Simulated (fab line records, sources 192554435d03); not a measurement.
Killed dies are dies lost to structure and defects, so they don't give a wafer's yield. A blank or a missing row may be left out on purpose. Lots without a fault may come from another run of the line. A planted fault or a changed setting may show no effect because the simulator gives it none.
fab line records | flow n5_finfet
record lots=15 wafers=44 last_day=17
route steps=1938 shown FIN_SAQP@139 FIN_CUT@162
lots that met no fault: from a run of the same line without faults
start_h: hours from the record's first day to the start of the lot's first wafer shown | wait_h: hours since the lot's step before | " the same as in the row above | L1.1+2: a row that stands for several wafers | - no value, or no start given | * or withheld: withheld | < > ~ a bound
route shown NAME@n: a module of which the file shows steps, and the number in the route of the first | usual: mean/standard deviation of fault-free wafers | same: alike in all rows | chamber/n: place in a boat | sites: the reading at each site | _std_site: their standard deviation | _edge_site: outer sites' mean less inner sites' | radius_mm: how far each site lies from the wafer's centre | mask NAME#n: copy n | behind: the tool/chamber that last shaped the wafer | hold: why the lot was held/for how many hours/how that ended | device: the transistor (n, p or np) that didn't switch | end of line: the same wafers' tests at the end of the route | a step without rows: its recipe alone | killed: dies lost to structure and defects at the first sort, not the wafer's yield | map: a wafer's dies, x killed, . not, _ none there
set.NAME: the setting as run; set.NAME@STEP: as run at that earlier step | model.NAME: the simulator's own value behind a step, which no gauge read
steps of the route over a sample of lots; a table a step, a row a wafer
services: from which hour (start_h, from the record's first day; less than 0 if before it) a tool's chamber was out of use, for how many hours, and why
## steps
# step N5_FIN_SAQP_SPACER2_ETCHBACK_29
# recipe chemistry=CHF3/O2 mode=anisotropic_etchback target=SiO2 target_depth_a=122 time_s=6.1 pressure_mtorr=30 source_w=650 bias_w=170 Ar_flow_sccm=200 CHF3_flow_sccm=50 O2_flow_sccm=5 ion_energy_ev=200
# usual drypump_motor_current_A=5.71/0.3 oes_product_au=0.80/0.088 rf_vpp_V=526/15 showerhead_plenum_p_Torr=2.43/0.058 throttle_valve_pct=18.92/0.3
# same time_s=6.1
# columns lot.wafer tool chamber start_h wait_h drypump_motor_current_A oes_product_au rf_hours_counter_h rf_vpp_V showerhead_plenum_p_Torr throttle_valve_pct
L992.2 rie_diel-01 2 26.85 0.2 5.86 0.71 185 517 2.33 19.42
L992.3 " 1 " " 5.57 0.77 137 540 2.49 19.06
L992.4 " 3 " " 5.54 0.95 8 538 2.44 18.79
L993.1 rie_diel-06 0 32.61 0.2 5.58 0.90 9 560 2.36 18.36
L993.5 " 0 " " 5.58 0.92 - 558 2.36 18.36
L996.1 rie_diel-04 3 51.08 0.3 6.12 0.85 34 529 2.38 18.77
L996.5 " 3 " " 6.12 0.85 - 529 2.38 18.75
L996.6 " 2 " " 5.47 0.76 - 504 2.51 18.62
L997.2 rie_diel-04 0 60.03 0.2 6.20 1.01 0 543 2.46 18.49
L997.4 " 2 " " 5.47 0.75 152 504 2.51 18.62
L997.6 " 3 " " 6.14 0.85 - 529 2.38 18.77
L100.1 rie_diel-01 2 75.66 0.2 5.84 0.69 207 517 2.32 19.45
L100.3 " 1 " " 5.57 0.76 161 539 2.48 19.08
L100.5 " 2 " " 5.80 0.69 - 518 2.32 19.45
L101.1 rie_diel-01 1 80.49 0.2 5.56 0.76 162 539 2.48 19.10
L101.3 " 0 " " 5.13 0.98 0 509 2.45 18.63
L101.5 " 2 " " 5.87 0.69 - 518 2.32 19.46
L102.3 rie_diel-04 2 85.30 0.2 5.46 0.75 163 503 2.50 18.65
L102.4 " 1 " " 5.39 0.73 180 539 2.41 18.80
L102.5 " 2 " " 5.46 0.73 - 503 2.50 18.64
L103.1 rie_diel-04 3 94.03 0.2 6.14 0.83 52 528 2.37 18.80
L103.4 " 1 " " 5.43 0.72 184 538 2.41 18.81
L103.5 " 0 " " 6.20 0.94 - 545 2.45 18.50
L105.1 rie_diel-04 1 105.45 0.2 5.40 0.72 189 541 2.41 18.84
L105.4 " 3 " " 6.12 0.82 56 528 2.37 18.82
L105.5 " 0 " " 6.22 0.93 - 546 2.45 18.50
L108.3 rie_diel-01 3 121.80 0.2 5.51 0.88 43 537 2.43 18.84
L108.5 " 1 " " 5.55 0.74 - 537 2.48 19.13
L108.6 " 0 " " 5.12 0.92 - 509 2.45 18.65
L109.1 rie_diel-06 0 127.48 0.2 5.55 0.86 34 558 2.35 18.40
L109.2 " 1 " " 5.93 0.69 231 517 2.49 19.17
L109.6 " 0 " " 5.55 0.86 - 558 2.35 18.40
L110.3 rie_diel-06 3 134.62 0.2 6.05 0.83 83 501 2.44 18.76
L110.4 " 1 " " 5.92 0.69 234 517 2.49 19.17
L110.5 " 2 " " 5.64 0.86 - 528 2.45 19.07
L113.1 rie_diel-04 3 151.13 0.3 6.13 0.80 70 528 2.36 18.83
L113.4 " 1 " " 5.41 0.70 205 541 2.40 18.85
L113.5 " 3 " " 6.13 0.80 - 528 2.36 18.82
L114.1 rie_diel-06 3 158.53 0.4 6.05 0.82 91 504 2.44 18.75
L114.2 " 2 " " 5.64 0.86 77 528 2.45 19.10
L114.3 " 1 " " 5.95 0.69 243 517 2.48 19.20
L115.1 rie_diel-06 3 163.72 0.2 6.06 0.82 93 502 2.44 18.76
L115.2 " 2 " " 5.67 0.85 79 527 2.45 19.11
L115.6 " 1 " " 5.92 0.68 - 515 2.48 19.18
# step N5_FIN_SAQP_ETCH_34
# recipe chemistry=C4F6/O2 target=SiO2 target_depth_a=450 time_s=15 ion_energy_ev=250 pressure_mtorr=30 source_w=345 bias_w=185 Ar_flow_sccm=300 C4F6_flow_sccm=10 O2_flow_sccm=10 ends=cleared
# usual C4F6_flow_sccm=10.000/0.03 drypump_motor_current_A=5.7/0.3 etch_rf_on_time_s=14.9/0.32 oes_product_au=0.68/0.072 rf_vpp_V=669/21 showerhead_plenum_p_Torr=2.87/0.064 throttle_valve_pct=21.1/0.3
# columns lot.wafer tool chamber start_h wait_h C4F6_flow_sccm drypump_motor_current_A etch_rf_on_time_s oes_product_au rf_hours_counter_h rf_vpp_V showerhead_plenum_p_Torr throttle_valve_pct
L992.2 rie_diel-04 0 27.16 0.0 9.982 6.2 15.4 0.60 245 693 2.91 20.9
L992.3 " 2 " " 9.964 5.5 14.4 0.65 137 639 2.97 20.8
L992.4 " 1 " " 10.014 5.4 14.9 0.64 154 687 2.85 20.9
L993.1 rie_diel-04 2 32.92 0.0 10.015 5.5 14.3 0.65 139 639 2.96 20.8
L993.5 " 2 " " 9.972 5.5 14.3 0.65 - 639 2.96 20.8
L996.1 rie_diel-04 3 51.47 0.0 10.000 6.2 15.1 0.73 34 670 2.81 21.0
L996.5 " 2 " " 10.000 5.4 14.6 0.64 - 639 2.96 20.8
L996.6 " 3 " " 10.033 6.2 15.1 0.73 - 672 2.81 21.0
L997.2 rie_diel-01 2 60.65 0.0 10.007 5.9 15.5 0.60 199 658 2.75 21.7
L997.4 " 1 " " 9.979 5.5 14.8 0.66 - 682 2.93 21.2
L997.6 " 2 " " 9.986 5.9 15.5 0.60 - 659 2.75 21.7
L100.1 rie_diel-01 2 75.97 0.0 10.026 5.8 15.7 0.59 207 658 2.75 21.7
L100.3 " 3 " " 10.003 5.5 14.8 0.77 27 685 2.87 21.0
L100.5 " 2 " " 10.005 5.8 15.7 0.59 - 659 2.75 21.7
L101.1 rie_diel-04 1 81.05 0.0 9.991 5.4 15.0 0.62 179 686 2.84 20.9
L101.3 " 3 " " 10.012 6.2 15.2 0.71 47 671 2.81 21.0
L101.5 " 2 " " 9.974 5.5 14.6 0.64 - 640 2.95 20.8
L102.3 rie_diel-06 1 85.62 0.0 9.970 5.9 15.1 0.59 216 657 2.96 21.4
L102.4 " 3 " " 9.973 6.1 15.0 0.74 65 638 2.89 20.9
L102.5 " 1 " " 10.009 5.9 15.0 0.59 - 659 2.96 21.4
L103.1 rie_diel-01 3 94.34 0.0 9.955 5.5 14.7 0.77 33 684 2.87 21.0
L103.4 " 0 " " 10.021 5.1 14.6 0.80 6 645 2.89 20.8
L103.5 " 3 " " 9.975 5.6 14.7 0.76 - 685 2.87 21.0
L105.1 rie_diel-04 0 105.76 0.0 10.042 6.2 14.4 0.79 18 692 2.90 20.7
L105.4 " 1 " " 9.972 5.4 14.8 0.62 189 687 2.84 21.0
L105.5 " 1 " " 10.022 5.4 14.9 0.62 - 686 2.84 21.0
L108.3 rie_diel-06 0 122.12 0.0 9.989 5.6 15.3 0.73 33 711 2.79 20.6
L108.5 " 3 " " 9.976 6.1 15.1 0.73 - 638 2.88 20.9
L108.6 " 0 " " 9.962 5.6 15.2 0.73 - 711 2.79 20.6
L109.1 rie_diel-06 2 127.81 0.0 9.976 5.7 14.5 0.73 65 671 2.90 21.3
L109.2 " 0 " " 9.980 5.6 15.3 0.73 34 712 2.79 20.6
L109.6 " 0 " " 9.927 5.6 15.2 0.73 - 711 2.79 20.6
L110.3 rie_diel-01 0 135.03 0.0 9.987 5.1 14.6 0.78 20 645 2.89 20.8
L110.4 " 2 " " 10.029 5.8 15.4 0.59 227 658 2.74 21.7
L110.5 " 1 " " 9.993 5.6 15.0 0.63 - 683 2.92 21.2
L113.1 rie_diel-04 2 151.44 0.0 10.001 5.5 14.6 0.63 186 639 2.94 20.8
L113.4 " 0 " " 9.985 6.2 14.5 0.77 33 691 2.89 20.7
L113.5 " 3 " " 9.980 6.1 15.2 0.69 - 672 2.80 21.0
L114.1 rie_diel-01 3 158.84 0.0 10.020 5.6 15.0 0.73 56 684 2.86 21.0
L114.2 " 0 " " 9.968 5.1 14.7 0.75 28 644 2.88 20.8
L114.3 " 2 " " 9.990 5.8 15.6 0.58 235 658 2.74 21.7
L115.1 rie_diel-06 3 164.03 0.0 9.988 6.1 15.4 0.71 93 637 2.87 20.9
L115.2 " 1 " " 9.987 5.9 15.0 0.58 246 657 2.95 21.4
L115.6 " 3 " " 10.025 6.1 15.2 0.70 - 636 2.87 20.9
# step N5_FIN_SAQP_INSPECT_40
# recipe inspect_instrument=brightfield mode=aei
# usual raw_defect_count=242/68
# columns lot.wafer tool chamber start_h wait_h raw_defect_count
L992.2 defect_inspect-02 - 27.63 0.0 193
L992.3 " - " " 252
L992.4 " - " " 326
L993.1 defect_inspect-01 - 33.39 0.0 165
L993.5 " - " " 314
L996.1 defect_inspect-02 - 51.93 0.0 250
L996.5 " - " " 244
L996.6 " - " " 293
L997.2 defect_inspect-02 - 61.11 0.0 210
L997.4 " - " " 349
L997.6 " - " " 275
L100.1 defect_inspect-02 - 76.44 0.0 277
L100.3 " - " " 233
L100.5 " - " " 167
L101.1 defect_inspect-02 - 81.51 0.0 225
L101.3 " - " " 138
L101.5 " - " " 225
L102.3 defect_inspect-01 - 86.09 0.0 412
L102.4 " - " " 316
L102.5 " - " " 318
L103.1 defect_inspect-02 - 94.82 0.0 224
L103.4 " - " " 352
L103.5 " - " " 275
L105.1 defect_inspect-01 - 106.23 0.0 269
L105.4 " - " " 275
L105.5 " - " " 204
L108.3 defect_inspect-01 - 122.59 0.0 366
L108.5 " - " " 333
L108.6 " - " " 291
L109.1 defect_inspect-01 - 128.27 0.0 246
L109.2 " - " " 180
L109.6 " - " " 312
L110.3 defect_inspect-02 - 135.50 0.0 208
L110.4 " - " " 187
L110.5 " - " " 214
L113.1 defect_inspect-01 - 151.91 0.0 167
L113.4 " - " " 224
L113.5 " - " " 288
L114.1 defect_inspect-02 - 159.31 0.0 292
L114.2 " - " " 374
L114.3 " - " " 199
L115.1 defect_inspect-01 - 164.49 0.0 239
L115.2 " - " " 170
L115.6 " - " " 218
# step N5_FIN_CUT_DEVELOP_07
# recipe develop_time_s=30 developer=TMAH resist=CAR-EUV rinse_liquid=surfactant_rinse dry=air_spin dev_temp_c=23
# usual chill_plate_temp_C=23.00/0.095 develop_time_s=30/0
# columns lot.wafer tool chamber start_h wait_h chill_plate_temp_C develop_time_s
L992.2 litho_track-02 0 27.87 - 22.95 30
L992.3 " 0 " " 22.89 30
L992.4 " 0 " " 22.95 30
L993.1 litho_track-04 0 33.63 - 23.04 30
L993.5 " 0 " " 23.03 30
L996.1 litho_track-03 0 52.31 - 23.07 30
L996.5 " 0 " " 22.85 30
L996.6 " 0 " " 22.94 30
L997.2 litho_track-04 0 61.49 - 23.13 30
L997.4 " 0 " " 23.10 30
L997.6 " 0 " " 22.98 30
L100.1 litho_track-04 - 76.68 - - -
L100.3 " - " " - -
L100.5 " - " " - -
L101.1 litho_track-04 - 81.76 - - -
L101.3 " - " " - -
L101.5 " - " " - -
L102.3 litho_track-02 - 86.46 - - -
L102.4 " - " " - -
L102.5 " - " " - -
L103.1 litho_track-02 0 95.06 - 22.97 30
L103.4 " 0 " " 22.79 30
L103.5 " 0 " " 22.94 30
L105.1 litho_track-04 0 106.60 - 23.07 30
L105.4 " 0 " " 22.89 30
L105.5 " 0 " " 22.86 30
L108.3 litho_track-04 0 122.96 - 23.02 30
L108.5 " 0 " " 22.99 30
L108.6 " 0 " " 22.93 30
L109.1 litho_track-04 0 128.64 - 23.25 30
L109.2 " 0 " " 23.14 30
L109.6 " 0 " " 23.11 30
L110.3 litho_track-04 0 135.87 - 23.04 30
L110.4 " 0 " " 22.86 30
L110.5 " 0 " " 22.96 30
L113.1 litho_track-02 0 152.15 - 22.96 30
L113.4 " 0 " " 22.87 30
L113.5 " 0 " " 22.88 30
L114.1 litho_track-03 0 159.58 - 23.08 30
L114.2 " 0 " " 23.00 30
L114.3 " 0 " " 23.01 30
L115.1 litho_track-04 0 164.86 - 22.90 30
L115.2 " 0 " " 22.82 30
L115.6 " 0 " " 22.97 30
## services
# columns tool chamber start_h hours kind
rie_diel-01 2 33.57 4.7 repair
rie_diel-06 - 36.66 28.1 pm
rie_diel-04 0 40.05 - clean
rie_diel-04 0 40.05 - consumable_replace:focus_ring
rie_diel-04 0 40.05 16.9 scheduled_down
rie_diel-04 0 40.05 16.9 vent_cycle
rie_diel-01 0 59.73 - clean
rie_diel-01 0 59.73 - consumable_replace:focus_ring
rie_diel-01 0 59.73 18.3 scheduled_down
rie_diel-01 0 59.73 18.3 vent_cycle
rie_diel-01 3 64.59 9.1 repair
rie_diel-06 3 73.33 7.0 repair
rie_diel-04 0 102.22 2.3 repair
litho_track-02 - 142.80 - consumable_replace:filter
rie_diel-06 0 155.65 13.1 repair
litho_track-03 - 160.78 - consumable_replace:filter
## key
first_sign step=N5_FIN_CUT_DEVELOP_07 reading=tool_record direction=missing
effect none on later readings
met_at N5_FIN_CUT_DEVELOP_07
struck_lots L100,L101,L102
later_rows_left_out L100.1,L100.3,L100.5,L101.1,L101.3,L101.5,L102.3,L102.4,L102.5
sort_left_out L100.1,L100.3,L100.5,L101.1,L101.3,L101.5,L102.3,L102.4,L102.5
not_acting_at N5_FIN_SAQP_SPACER2_ETCHBACK_29,N5_FIN_SAQP_ETCH_34,N5_FIN_SAQP_INSPECT_40
onset_between 61.49 76.68
fault kind=skipped_step_whole tool=litho_track-02,litho_track-04 chamber=- onset_h=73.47 steps=N5_FIN_CUT_DEVELOP_07 scope=struck_lots_only
# sort_left_out: the simulated sort isn't trusted on such a fault, so these wafers' sort isn't shown, and their yield isn't known
# later_rows_left_out: the simulator's readings of these wafers behind a module that went badly wrong aren't trusted and aren't shown, but for the sort
